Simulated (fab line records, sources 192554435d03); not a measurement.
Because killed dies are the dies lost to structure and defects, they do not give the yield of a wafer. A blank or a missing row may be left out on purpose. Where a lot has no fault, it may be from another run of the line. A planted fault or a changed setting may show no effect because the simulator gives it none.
Which of the tools did it? + flow n5 finfet + at 1 step of a route of 1938, 11 lots with 33 wafers sampled

WHAT EACH GAUGE READ, for each wafer
N5_BEOL_M4_INSPECT_59: inspects for defects (darkfield).
| lot  | measured     | on                | raw defect count |
|------|--------------|-------------------|------------------|
| L075 | day 8 14:32  | defect inspect-01 | 95 82 60         |
| L076 | day 8 21:27  | defect inspect-01 | 73 56 55         |
| L079 | day 9 03:20  | defect inspect-02 | 71 70 89         |
| L080 | day 9 21:59  | defect inspect-02 | 51 77 42         |
| L083 | day 10 01:50 | defect inspect-01 | 69 93 123        |
| L085 | day 10 20:26 | defect inspect-02 | 113 78 43        |
| L086 | day 11 02:25 | defect inspect-01 | 66 70 91         |
| L089 | day 11 22:17 | defect inspect-01 | 76 105 146       |
| L091 | day 12 06:38 | defect inspect-01 | 54 78 63         |
| L093 | day 12 10:29 | defect inspect-02 | 84 31 48         |
| L096 | day 13 12:29 | defect inspect-01 | 72 119 145       |

WHAT TOOL EACH LOT RAN ON (gives the tool, then ch and the chambers of the sampled wafers, and finally the start)
There is no process step in the record ahead of these readings.

THE ANSWER, worked out from the rows above alone
Rule: the usual values come from the lots themselves. Put in order of their means at a reading, lots are off if they are a third of the lots or fewer, leave a main group of 4 or more, and stand apart from it by a gap of 3 or more times the standard deviation of the main group's means; of several such gaps the widest counts. The tables above print the reading to a certain number of digits; a main group whose means all agree to those digits is not used. A lot without any number at a reading at which 4 lots or more have one is off too. Where the step has rows for the other lots, those lots are counted as sound.
No lot is off at any reading shown: from this, nothing can be told.

WHAT THE SIMULATOR HAD INSERTED
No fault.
